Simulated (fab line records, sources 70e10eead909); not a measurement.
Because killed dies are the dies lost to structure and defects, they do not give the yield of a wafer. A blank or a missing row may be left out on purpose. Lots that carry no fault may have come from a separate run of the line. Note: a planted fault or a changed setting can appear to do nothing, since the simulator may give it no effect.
Comparing a struck lot with a sound one -- flow nandHarc -- 23 steps out of a route of 1302
Sound: the wafers L119.2, L119.3, L119.6. Wafers struck: L132.1, L132.2, L132.5. The cause is named last.
Per side, at each step with rows, come the tool, then ch with its chambers, and then its first start. Under that, the readings that differ: sound wafers -- struck wafers -- difference of the means -- sigmas: that difference in standard deviations of wafers without a fault.
alike: readings whose means differ by less than 2 such deviations, and words and numbers that are the same on both sides. not compared: withheld readings, readings that some wafer has no value for, bounds like >300 that may hide the same value, and numbers for which the record gives no deviation and whose values overlap.
The two part at a step that has a row with sigmas, a row that says differs or no value, or rows on one side only. Numbers that don't overlap but have no deviation are shown without sigmas and don't part them. A reading missing from all wafers of one side parts the sides only when that side holds two or more wafers.

NHARC_A_BLC_CVD_24: deposits W, target thk 150 nm, time 434 s.
  sound on cvdW-02 ch 0,1; struck on cvdW-01 ch 0,1
reading,sound,struck,difference,sigmas
heaterPowerW (W),513 452 507,432 459 426,-52,-2
  alike: throttleValvePct
NHARC_A_BLC_CMP_25: polishes, t overpolish 30 s, target thk 150 nm.
  sound on cmp-04 ch 0,1,2, day 24 00:00; struck on cmp-03 ch 1,2,3, day 30 01:43
  alike: motorCurrentA, overpolishRunS, slurryFilterDpKPa, timeToEndpointS
after that, 1 step had no rows for these wafers: NHARC_A_BLC_SRD_27.
NHARC_A_BLC_INSPECT_28:
  struck on defectInspect-02, day 30 02:06; sound on defectInspect-01, day 24 00:22
  alike: rawDefectCount
then, 7 steps without rows for these wafers: NHARC_A_M0_DEP_00 (deposits SiOC, target thk 150 nm); NHARC_A_M0_DEHYDRATE_01 (time 120 s); NHARC_A_M0_HMDS_02 (time 30 s); NHARC_A_M0_COAT_33 (time 65 s); NHARC_A_M0_COAT_03 (resist thk 90 nm); NHARC_A_M0_SOFTBAKE_04 (time 55 s); NHARC_A_M0_EBR_05.
NHARC_A_M0_EXPOSE_06: exposes mask A M0, target cd 80 nm.
  sound on arfiScanner-03 ch 0, day 24 01:10; struck on arfiScanner-02 ch 0, day 30 03:00
reading,sound,struck,difference,sigmas
exposureDoseMJCm2,83.21 83.28 83.26,42.69 42.65 42.79,-40.54,-99 or more
  alike: mask
then, 2 steps without rows for these wafers: NHARC_A_M0_PEB_07 (peb time 65 s); NHARC_A_M0_DEVELOP_08 (develop time 35 s).
NHARC_A_M0_CD_MEAS_09 targets a cd of 80 nm.
  sound on cdSem-01 ch 0, day 24 01:18; struck on cdSem-03 ch 0
reading,sound,struck,difference,sigmas
cdNm (nm),80.5 79.9 80.2,36.6 36.7 37.3,-43.3,-52
  not compared: hold
NHARC_A_M0_OVL_MEAS_10: pitch 160 nm.
  the record has rows for the sound wafers here (overlay-02, day 24 01:23) and none for the struck ones
NHARC_A_M0_INSPECT_11:
  the record has rows for the sound wafers here (defectInspect-02, day 24 01:25) and none for the struck ones
NHARC_A_M0_DESCUM_14: chemistry O2, time 3 s.
  the record has rows for the sound wafers here (rieDiel-04 ch 2,3, day 24 01:29) and none for the struck ones
NHARC_A_M0_ETCH_34: etches the open film in N2/H2, target depth 40 nm, overetch 12 nm, time 43.94 s.
  the record has rows for the sound wafers here (rieDiel-04 ch 0,1,2, day 24 01:35) and none for the struck ones
NHARC_A_M0_ETCH_15: etches the open film in C4F8/Ar, target depth 150 nm, overetch 15 nm, time 82.5 s.
  the record has rows for the sound wafers here (rieDiel-04 ch 0,1,3) and none for the struck ones
NHARC_A_M0_CD_MEAS_16:
  the record has rows for the sound wafers here (cdSem-02, day 24 01:47) and none for the struck ones
NHARC_A_M0_STRIP_18: strips in N2/H2.
  the record has rows for the sound wafers here (rieDiel-02 ch 0,2,3, day 24 01:52) and none for the struck ones
after that, 1 step had no rows for these wafers: NHARC_END_SORT_01.

WHERE THEY PART
First at NHARC_A_BLC_CVD_24; last, within this record, at NHARC_A_M0_STRIP_18.

WHY: what the simulator had put in
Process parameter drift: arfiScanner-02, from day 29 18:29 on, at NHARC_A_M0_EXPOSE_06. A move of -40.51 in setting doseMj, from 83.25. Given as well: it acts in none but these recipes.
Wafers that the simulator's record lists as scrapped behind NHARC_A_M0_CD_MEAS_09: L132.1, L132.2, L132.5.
